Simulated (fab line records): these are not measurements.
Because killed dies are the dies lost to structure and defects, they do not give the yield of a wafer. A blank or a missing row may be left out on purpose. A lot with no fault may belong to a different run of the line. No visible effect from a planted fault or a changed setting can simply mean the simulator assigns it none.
fab line records	flow n5-finfet
[record] lots = 7	wafers = 21
route steps=1938 shown BEOL_M5@1161 BEOL_M6@1224 BEOL_M7@1263 BEOL_M8@1332
start-h: start of the lot's first displayed wafer, in hours after the record's first day	wait-h: hours since the lot's step before	" unchanged from the row above	L1.1+2: a row that stands for several wafers	- value missing, or start not given	* or withheld: withheld	< > ~ a bound
route shown NAME@n: names a module that has steps shown in the file, with the first one's number in the route	usual: mean/standard deviation taken from wafers without a fault	same: alike in all rows	chamber/n: place in a boat	sites: the reading at each site	_std_site: standard deviation across them	_edge_site: mean of outer sites minus mean of inner sites	radius-mm: for every site, how far away it sits from the centre of the wafer	mask NAME#n: copy n	behind: the last tool/chamber to shape the wafer	hold: cause of the lot's hold/its duration in hours/its outcome	device: which transistor (n, p or np) failed to switch	end of line: the tests these same wafers got at the end of their route	a step without rows: its recipe alone	killed: dies that structure and defects cost at the first sort, which is not the same as the wafer's yield	map: the dies of a wafer, with x for killed, . for not killed, _ for no die there
set.NAME: the setting the step ran with; set.NAME@STEP: the setting that earlier step ran with	model.NAME: the simulator's own value behind a step, which no gauge read
lots whose settings were changed on purpose; a table a step, a row a wafer
[[steps]]
[step N5_BEOL_M5_ETCH_41]
[recipe] chemistry = CH3F/O2	target = SiCN	target-depth-a = 315	taper-deg = 2	time-s = 56.7	ion-energy-ev = 120	mask-material = TiN	pressure-mtorr = 30	source-w = 395	bias-w = 75	Ar_flow_sccm = 150	CH3F_flow_sccm = 30	O2_flow_sccm = 20
[usual] rf-vpp-V = 297.4/2
lot.wafer	tool	chamber	start-h	wait-h	set.source-w	rf-vpp-V
L083.1	rie-diel-06	2	-	-	414.2	292.5
L083.2	"	1	"	"	414.2	290.2
L083.5	"	3	"	"	414.2	296.6
L082.2	rie-diel-05	1	-	-	329.5	314.4
L082.3	"	2	"	"	395	298.3
L082.4	"	0	"	"	329.5	316.0
L085.1	rie-diel-06	3	-	-	395	300.2
L085.2	"	2	"	"	395	295.0
L085.4	"	1	"	"	422	288.8
L089.3	rie-diel-06	3	-	-	395	300.3
L089.4	"	0	"	"	395	299.6
L089.5	"	2	"	"	395	295.4
L092.3	rie-diel-05	3	-	-	351.9	308.7
L092.4	"	1	"	"	395	295.4
L092.6	"	1	"	"	395	297.8
L094.3	rie-diel-02	3	-	-	395	297.5
L094.4	"	0	"	"	395	297.2
L094.5	"	0	"	"	365	306.2
L093.1	rie-diel-06	3	-	-	395	300.5
L093.2	"	1	"	"	395	295.0
L093.4	"	0	"	"	395	299.2
[step N5_BEOL_M6_EXPOSE_25]
[recipe] mask-id = V5	na = 0.33	source-shape = annular	sigma-inner = 0.4	sigma-outer = 0.8	polarization = unpolarized	target-cd-nm = 40	dose-mj = 45
lot.wafer	tool	chamber	start-h	wait-h	mask	set.dose-mj
L083.1+2+5	euv-scanner-01	0	252.44	-	V5#0	45
L082.2+3	euv-scanner-01	0	252.87	-	V5#0	45
L082.4	"	0	"	"	V5#0	46.71
L085.1+4	euv-scanner-02	0	277.01	-	V5#0	42.21
L085.2	"	0	"	"	V5#0	45
L089.3+5	euv-scanner-02	0	285.63	-	V5#0	46.19
L089.4	"	0	"	"	V5#0	45
L092.3+4+6	euv-scanner-01	0	305.71	-	V5#0	45
L094.3+4	euv-scanner-01	0	322.96	-	V5#0	45
L094.5	"	0	"	"	V5#0	47.29
L093.1+2+4	euv-scanner-02	0	330.59	-	V5#0	45
[step N5_BEOL_M6_PEB_26]
[recipe] peb-temp-c = 100	peb-time-s = 60	resist = CAR-EUV
[step N5_BEOL_M6_DEVELOP_27]
[recipe] develop-time-s = 30	developer = TMAH	resist = CAR-EUV	rinse-liquid = surfactant-rinse	dry = air-spin	dev-temp-c = 23
[step N5_BEOL_M6_CD_MEAS_28]
[recipe] target-cd-nm = 40	landing-energy-ev = 500	detector = se-inlens
[usual] cd-nm = 39.98/0.25
lot.wafer	tool	chamber	start-h	wait-h	set.dose-mj@BEOL_M6_EXPOSE_25	cd-nm
L083.1	cd-sem-01	0	252.57	-	45	39.85
L083.2	"	0	"	"	45	39.92
L083.5	"	0	"	"	45	39.81
L082.2	cd-sem-03	0	253.00	-	45	40.16
L082.3	"	0	"	"	45	39.74
L082.4	"	0	"	"	46.71	40.72
L085.1	cd-sem-03	0	277.15	-	42.21	38.40
L085.2	"	0	"	"	45	39.82
L085.4	"	0	"	"	42.21	38.23
L089.3	cd-sem-03	0	285.75	-	46.19	40.72
L089.4	"	0	"	"	45	39.97
L089.5	"	0	"	"	46.19	40.65
L092.3	cd-sem-02	0	305.83	-	45	40.15
L092.4	"	0	"	"	45	39.58
L092.6	"	0	"	"	45	39.85
L094.3	cd-sem-02	0	323.09	-	45	39.62
L094.4	"	0	"	"	45	39.68
L094.5	"	0	"	"	47.29	40.85
L093.1	cd-sem-02	0	330.73	-	45	40.11
L093.2	"	0	"	"	45	39.96
L093.4	"	0	"	"	45	40.07
[step N5_BEOL_M6_DESCUM_33]
[recipe] chemistry = O2	time-s = 7	source-power-w = 50	bias-power-w = 20	pressure-mtorr = 20	rf-frequency-hz = 2.712e+07	temp-c = 40	resist = CAR-EUV	o2-flow-sccm = 225
lot.wafer	tool	chamber	start-h	wait-h	set.dose-mj@BEOL_M6_EXPOSE_25	model.BEOL_M6.cd-nm
L083.1+5	rie-diel-01	2	254.16	1.5	45	40
L083.2	"	0	"	"	45	39.6
L082.2+3	rie-diel-01	3,2	254.55	1.5	45	40.2
L082.4	"	0	"	"	46.71	41
L085.1+4	rie-diel-01	3,2	277.27	0.0	42.21	38.4
L085.2	"	1	"	"	45	39.8
L089.3	rie-diel-01	0	285.87	0.0	46.19	40.8
L089.4	"	1	"	"	45	40
L089.5	"	0	"	"	46.19	40.6
L092.3	rie-diel-03	2	306.24	0.3	45	40
L092.4+6	"	3,1	"	"	45	39.8
L094.3+4	rie-diel-03	1,0	323.21	0.0	45	40
L094.5	"	1	"	"	47.29	41
L093.1+4	rie-diel-04	2,1	330.90	0.1	45	39.8
L093.2	"	0	"	"	45	40
[step N5_BEOL_M6_ETCH_72]
[recipe] chemistry = N2/H2	target = underlayer	target-depth-a = 65	mask-material = CAR-EUV	time-s = 5.2	ion-energy-ev = 200	pressure-mtorr = 30	source-w = 840	bias-w = 150	n2-flow-sccm = 200	h2-flow-sccm = 200	ends = cleared
[step N5_BEOL_M6_ETCH_65]
[recipe] chemistry = CF4	target = SiARC	target-depth-a = 156	mask-material = CAR-EUV	time-s = 26	ion-energy-ev = 80	pressure-mtorr = 40	source-w = 545	bias-w = 36	Ar_flow_sccm = 100	cf4-flow-sccm = 100	ends = cleared
lot.wafer	tool	chamber	start-h	wait-h	set.dose-mj@BEOL_M6_EXPOSE_25	model.BEOL_M6.cd-nm
L083.1	rie-diel-01	2	254.21	0.0	45	40
L083.2	"	0	"	"	45	39.8
L083.5	"	2	"	"	45	40.2
L082.2	rie-diel-01	3	254.61	0.0	45	40.4
L082.3	"	2	"	"	45	40.2
L082.4	"	0	"	"	46.71	41
L085.1+4	rie-diel-01	3,2	277.32	0.0	42.21	38.6
L085.2	"	1	"	"	45	39.8
L089.3+5	rie-diel-01	0	285.92	0.0	46.19	40.8
L089.4	"	1	"	"	45	40
L092.3	rie-diel-03	2	306.29	0.0	45	40
L092.4+6	"	3,1	"	"	45	39.8
L094.3	rie-diel-03	1	323.26	0.0	45	40
L094.4	"	0	"	"	45	40.2
L094.5	"	1	"	"	47.29	41
L093.1	rie-diel-04	2	330.95	0.0	45	40
L093.2+4	"	0,1	"	"	45	39.8
[step N5_BEOL_M6_ETCH_66]
[recipe] chemistry = N2/H2	target = SOC	target-depth-a = 800	overetch-a = 160	mask-material = SiARC	temp-c = 40	time-s = 120	ion-energy-ev = 200	pressure-mtorr = 30	source-w = 840	bias-w = 150	n2-flow-sccm = 200	h2-flow-sccm = 200
[usual] rf-vpp-V = 523.3/2.6
lot.wafer	tool	chamber	start-h	wait-h	set.source-w	rf-vpp-V
L083.1	rie-diel-01	2	254.24	0.0	840	524.1
L083.2	"	0	"	"	840	521.7
L083.5	"	2	"	"	840	523.9
L082.2	rie-diel-01	3	254.63	0.0	983.8	494.2
L082.3	"	2	"	"	983.8	496.0
L082.4	"	0	"	"	983.8	494.4
L085.1	rie-diel-01	3	277.35	0.0	840	519.4
L085.2	"	1	"	"	840	523.7
L085.4	"	2	"	"	772.3	536.5
L089.3	rie-diel-01	0	285.95	0.0	774.6	535.3
L089.4	"	1	"	"	774.6	536.1
L089.5	"	0	"	"	840	520.2
L092.3	rie-diel-03	2	306.32	0.0	840	525.1
L092.4	"	3	"	"	840	519.9
L092.6	"	1	"	"	889.5	511.7
L094.3	rie-diel-03	1	323.29	0.0	840	522.5
L094.4	"	0	"	"	840	522.3
L094.5	"	1	"	"	900.3	512.5
L093.1	rie-diel-04	2	330.98	0.0	840	525.6
L093.2	"	0	"	"	840	522.0
L093.4	"	1	"	"	840	528.8
[step N5_BEOL_M7_ILD_DEP_00]
[recipe] material = SiCOH_lowk	target-thk-a = 1797.5	temp-c = 300	precursor = DEMS/porogen	pressure-torr = 5	rf-w = 500	time-s = 33.4
lot.wafer	tool	chamber	start-h	wait-h	set.time-s	model.SiCOH_lowk_of_BEOL_M7_ILD_DEP_00.thk-nm
L083.1	pecvd-03	0	258.08	0.0	31.37	169
L083.2	"	1	"	"	33.4	179.4
L083.5	"	0	"	"	33.4	185.4
L082.2	pecvd-02	0	258.47	0.0	33.4	180.8
L082.3	"	1	"	"	33.4	179.4
L082.4	"	0	"	"	30.23	166.8
L085.1	pecvd-03	1	280.65	0.0	37.37	199.8
L085.2	"	0	"	"	37.37	199.2
L085.4	"	1	"	"	33.4	181.8
L089.3	pecvd-02	1	289.54	0.0	33.4	175.6
L089.4	"	1	"	"	29.24	160.6
L089.5	"	0	"	"	29.24	158.6
L092.3	pecvd-02	1	310.05	0.0	33.4	176.4
L092.4	"	2	"	"	34.77	187
L092.6	"	1	"	"	33.4	180.4
L094.3	pecvd-02	0	326.86	0.0	36.57	192.8
L094.4	"	1	"	"	33.4	180.8
L094.5	"	2	"	"	36.57	195.2
L093.1	pecvd-02	2	334.43	0.0	33.4	176.8
L093.2	"	1	"	"	33.4	177
L093.4	"	1	"	"	33.4	177.8
[step N5_BEOL_M7_CURE_74]
[recipe] temp-c = 385	time-s = 240	ambient = He/Ar	material = SiCOH_lowk
lot.wafer	tool	chamber	start-h	wait-h	set.time-s@BEOL_M7_ILD_DEP_00	model.SiCOH_lowk_of_BEOL_M7_ILD_DEP_00.thk-nm
L083.1	uv-cure-01	1	258.14	0.0	31.37	145.6
L083.2	"	1	"	"	33.4	154.8
L083.5	"	1	"	"	33.4	160
L082.2	uv-cure-02	0	258.61	0.1	33.4	156
L082.3	"	0	"	"	33.4	154.6
L082.4	"	0	"	"	30.23	143.6
L085.1	uv-cure-03	0	281.92	1.2	37.37	172.6
L085.2	"	0	"	"	37.37	172
L085.4	"	0	"	"	33.4	156.8
L089.3	uv-cure-03	1	290.26	0.7	33.4	151.4
L089.4	"	1	"	"	29.24	138.2
L089.5	"	1	"	"	29.24	136.6
L092.3	uv-cure-01	1	310.43	0.4	33.4	152
L092.4	"	1	"	"	34.77	161.4
L092.6	"	1	"	"	33.4	155.6
L094.3	uv-cure-02	0	327.09	0.2	36.57	166.4
L094.4	"	0	"	"	33.4	156
L094.5	"	0	"	"	36.57	168.4
L093.1	uv-cure-02	0	334.49	0.0	33.4	152.4
L093.2	"	0	"	"	33.4	152.6
L093.4	"	0	"	"	33.4	153.4
[step N5_BEOL_M7_THK_MEAS_01]
[recipe] reads = SiCOH_lowk_of_BEOL_M7_ILD_DEP_00
[usual] M7_ILD_THK = 154.9/2.1
lot.wafer	tool	chamber	start-h	wait-h	set.time-s@BEOL_M7_ILD_DEP_00	M7_ILD_THK[nm]
L083.1	film-metro-01	-	258.66	0.4	31.37	145.6
L083.2	"	-	"	"	33.4	154.9
L083.5	"	-	"	"	33.4	160.0
L082.2	film-metro-02	-	259.05	0.4	33.4	155.9
L082.3	"	-	"	"	33.4	154.7
L082.4	"	-	"	"	30.23	143.7
L085.1	film-metro-01	-	282.43	0.4	37.37	172.4
L085.2	"	-	"	"	37.37	171.8
L085.4	"	-	"	"	33.4	156.8
L089.3	film-metro-02	-	290.61	0.3	33.4	151.4
L089.4	"	-	"	"	29.24	138.3
L089.5	"	-	"	"	29.24	136.6
L092.3	film-metro-02	-	311.11	0.5	33.4	152.0
L092.4	"	-	"	"	34.77	161.4
L092.6	"	-	"	"	33.4	155.6
L094.3	film-metro-01	-	327.44	0.3	36.57	166.4
L094.4	"	-	"	"	33.4	155.9
L094.5	"	-	"	"	36.57	168.6
L093.1	film-metro-02	-	335.01	0.4	33.4	152.4
L093.2	"	-	"	"	33.4	152.5
L093.4	"	-	"	"	33.4	153.2
[step N5_BEOL_M8_ILD_DEP_00]
[recipe] material = SiCOH_lowk	target-thk-a = 1797.5	temp-c = 300	precursor = DEMS/porogen	pressure-torr = 5	rf-w = 500	time-s = 33.4
lot.wafer	tool	chamber	start-h	wait-h	set.time-s	model.SiCOH_lowk_of_BEOL_M8_ILD_DEP_00.thk-nm
L083.1	pecvd-02	1	266.30	0.0	33.4	183
L083.2	"	0	"	"	33.4	179.4
L083.5	"	0	"	"	33.4	182.6
L082.2	pecvd-03	0	267.94	0.0	29.13	154.6
L082.3	"	1	"	"	33.4	175.2
L082.4	"	2	"	"	33.4	180.2
L085.1	pecvd-02	2	289.88	0.0	38.16	203.6
L085.2	"	1	"	"	33.4	178.2
L085.4	"	2	"	"	33.4	181.6
L089.3	pecvd-01	2	296.06	0.0	33.4	179.2
L089.4	"	1	"	"	33.4	181.6
L089.5	"	0	"	"	30.55	169.2
L092.3	pecvd-01	2	318.91	0.0	33.4	175.4
L092.4+6	"	1,0	"	"	33.4	180.6
L094.3	pecvd-03	1	334.56	0.1	35.49	192.6
L094.4	"	2	"	"	35.49	193.8
L094.5	"	1	"	"	33.4	182.8
L093.1+2	pecvd-03	2,1	342.00	0.0	33.4	179.4
L093.4	"	1	"	"	33.4	181.6
[step N5_BEOL_M8_CURE_74]
[recipe] temp-c = 385	time-s = 240	ambient = He/Ar	material = SiCOH_lowk
lot.wafer	tool	chamber	start-h	wait-h	set.time-s@BEOL_M8_ILD_DEP_00	model.SiCOH_lowk_of_BEOL_M8_ILD_DEP_00.thk-nm
L083.1	uv-cure-01	0	266.37	0.0	33.4	157.8
L083.2	"	0	"	"	33.4	154.8
L083.5	"	0	"	"	33.4	157.6
L082.2	uv-cure-03	2	268.09	0.1	29.13	133.2
L082.3	"	2	"	"	33.4	151
L082.4	"	2	"	"	33.4	155.4
L085.1	uv-cure-03	1	291.78	1.9	38.16	175.8
L085.2	"	1	"	"	33.4	153.6
L085.4	"	1	"	"	33.4	156.6
L089.3	uv-cure-01	1	296.28	0.2	33.4	154.6
L089.4	"	1	"	"	33.4	156.6
L089.5	"	1	"	"	30.55	145.8
L092.3	uv-cure-03	2	319.14	0.2	33.4	151.2
L092.4	"	2	"	"	33.4	155.6
L092.6	"	2	"	"	33.4	155.8
L094.3	uv-cure-03	1	334.78	0.2	35.49	166.2
L094.4	"	1	"	"	35.49	167.2
L094.5	"	1	"	"	33.4	157.6
L093.1+2	uv-cure-01	1	342.18	0.2	33.4	154.8
L093.4	"	1	"	"	33.4	156.8
[step N5_BEOL_M8_THK_MEAS_01]
[recipe] reads = SiCOH_lowk_of_BEOL_M8_ILD_DEP_00
[usual] M8_ILD_THK = 155.5/1.8
lot.wafer	tool	chamber	start-h	wait-h	set.time-s@BEOL_M8_ILD_DEP_00	M8_ILD_THK[nm]
L083.1	film-metro-01	-	266.88	0.4	33.4	157.8
L083.2	"	-	"	"	33.4	154.7
L083.5	"	-	"	"	33.4	157.5
L082.2	film-metro-02	-	268.52	0.4	29.13	133.2
L082.3	"	-	"	"	33.4	151.0
L082.4	"	-	"	"	33.4	155.3
L085.1	film-metro-01	-	292.31	0.4	38.16	175.9
L085.2	"	-	"	"	33.4	153.7
L085.4	"	-	"	"	33.4	156.6
L089.3	film-metro-01	-	296.65	0.3	33.4	154.6
L089.4	"	-	"	"	33.4	156.7
L089.5	"	-	"	"	30.55	145.8
L092.3	film-metro-01	-	319.49	0.3	33.4	151.3
L092.4	"	-	"	"	33.4	155.6
L092.6	"	-	"	"	33.4	155.7
L094.3	film-metro-02	-	335.13	0.3	35.49	166.2
L094.4	"	-	"	"	35.49	167.2
L094.5	"	-	"	"	33.4	157.6
L093.1	film-metro-02	-	342.69	0.4	33.4	154.8
L093.2	"	-	"	"	33.4	154.5
L093.4	"	-	"	"	33.4	156.7
[step N5_BEOL_M8_COAT_05]
[recipe] resist = CAR-ArF	spin-rpm = 1500	resist-thk-nm = 90
lot.wafer	tool	chamber	start-h	wait-h	set.spin-rpm	model.CAR-ArF_of_BEOL_M8_COAT_05.thk-nm
L083.1	litho-track-05	0	-	-	1576	87.8
L083.2	"	0	"	"	1576	87.6
L083.5	"	0	"	"	1500	89.8
L082.2	litho-track-05	0	-	-	1500	90
L082.3+4	"	0	"	"	1500	90.2
L085.1+4	litho-track-05	0	-	-	1500	90.2
L085.2	"	0	"	"	1442	92
L089.3	litho-track-03	0	-	-	1659	85.2
L089.4	"	0	"	"	1500	90.2
L089.5	"	0	"	"	1659	85.4
L092.3	litho-track-03	0	-	-	1585	87.4
L092.4	"	0	"	"	1500	90.2
L092.6	"	0	"	"	1585	87.6
L094.3	litho-track-05	0	-	-	1404	93.4
L094.4	"	0	"	"	1500	90.2
L094.5	"	0	"	"	1500	90.4
L093.1+2	litho-track-01	0	-	-	1500	90
L093.4	"	0	"	"	1500	90.2
[step N5_BEOL_M8_ETCH_65]
[recipe] chemistry = CF4	target = SiARC	target-depth-a = 156	mask-material = CAR-EUV	time-s = 26	ion-energy-ev = 80	pressure-mtorr = 40	source-w = 545	bias-w = 36	Ar_flow_sccm = 100	cf4-flow-sccm = 100	ends = cleared
[usual] etch-rf-on-time-s = 25.9/0.44	rf-vpp-V = 183.6/1.2
lot.wafer	tool	chamber	start-h	wait-h	set.source-w	etch-rf-on-time-s	rf-vpp-V
L083.1	rie-diel-01	3	270.93	0.0	545	25.3	182.5
L083.2	"	1	"	"	545	25.7	185.7
L083.5	"	2	"	"	545	26.9	183.7
L082.2	rie-diel-04	2	273.65	0.0	621.5	23.3	176.2
L082.3	"	0	"	"	545	25.5	182.1
L082.4	"	3	"	"	545	26.4	184.4
L085.1	rie-diel-03	3	296.58	0.0	545	25.7	182.6
L085.2	"	2	"	"	595.6	24.0	178.1
L085.4	"	0	"	"	545	25.6	181.6
L089.3	rie-diel-01	0	302.15	0.0	545	26.1	182.9
L089.4	"	1	"	"	545	25.5	184.9
L089.5	"	0	"	"	545	26.2	184.2
L092.3	rie-diel-03	2	324.66	0.0	545	25.9	184.3
L092.4	"	1	"	"	482.4	28.5	191.0
L092.6	"	3	"	"	482.4	28.8	189.4
L094.3	rie-diel-03	3	338.59	0.0	599.8	23.8	177.2
L094.4	"	2	"	"	545	26.2	184.9
L094.5	"	3	"	"	545	26.1	183.4
L093.1	rie-diel-01	1	347.12	0.0	545	25.4	183.3
L093.2	"	0	"	"	545	26.2	183.4
L093.4	"	2	"	"	545	26.4	183.8
[[key]]
[split] step = N5_BEOL_M5_ETCH_41	setting = source-w	stated = 395	by = wafer
[response] step = N5_BEOL_M5_ETCH_41	reading = rf-vpp-V	change = -1.09	per = 1%	r = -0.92
[split] step = N5_BEOL_M6_EXPOSE_25	setting = dose-mj	stated = 45	by = wafer
[response] step = N5_BEOL_M6_CD_MEAS_28	reading = cd-nm	change = +0.236	per = 1%	r = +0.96
[response] step = N5_BEOL_M6_DESCUM_33	reading = model.BEOL_M6.cd-nm	change = +0.218	per = 1%	r = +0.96
[response] step = N5_BEOL_M6_ETCH_65	reading = model.BEOL_M6.cd-nm	change = +0.196	per = 1%	r = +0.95
[split] step = N5_BEOL_M6_ETCH_66	setting = source-w	stated = 840	by = wafer
[response] step = N5_BEOL_M6_ETCH_66	reading = rf-vpp-V	change = -1.77	per = 1%	r = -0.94
[split] step = N5_BEOL_M7_ILD_DEP_00	setting = time-s	stated = 33.4	by = wafer
[response] step = N5_BEOL_M7_ILD_DEP_00	reading = model.SiCOH_lowk_of_BEOL_M7_ILD_DEP_00.thk-nm	change = +1.47	per = 1%	r = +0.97
[response] step = N5_BEOL_M7_CURE_74	reading = model.SiCOH_lowk_of_BEOL_M7_ILD_DEP_00.thk-nm	change = +1.28	per = 1%	r = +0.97
[response] step = N5_BEOL_M7_THK_MEAS_01	reading = M7_ILD_THK	change = +1.28	per = 1%	r = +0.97
[split] step = N5_BEOL_M8_ILD_DEP_00	setting = time-s	stated = 33.4	by = wafer
[response] step = N5_BEOL_M8_ILD_DEP_00	reading = model.SiCOH_lowk_of_BEOL_M8_ILD_DEP_00.thk-nm	change = +1.66	per = 1%	r = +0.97
[response] step = N5_BEOL_M8_CURE_74	reading = model.SiCOH_lowk_of_BEOL_M8_ILD_DEP_00.thk-nm	change = +1.44	per = 1%	r = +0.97
[response] step = N5_BEOL_M8_THK_MEAS_01	reading = M8_ILD_THK	change = +1.45	per = 1%	r = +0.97
[split] step = N5_BEOL_M8_COAT_05	setting = spin-rpm	stated = 1500	by = wafer
[response] step = N5_BEOL_M8_COAT_05	reading = model.CAR-ArF_of_BEOL_M8_COAT_05.thk-nm	change = -0.463	per = 1%	r = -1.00
[split] step = N5_BEOL_M8_ETCH_65	setting = source-w	stated = 545	by = wafer
[response] step = N5_BEOL_M8_ETCH_65	reading = etch-rf-on-time-s	change = *	per = 1%	r = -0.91
[response] step = N5_BEOL_M8_ETCH_65	reading = rf-vpp-V	change = -0.53	per = 1%	r = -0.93
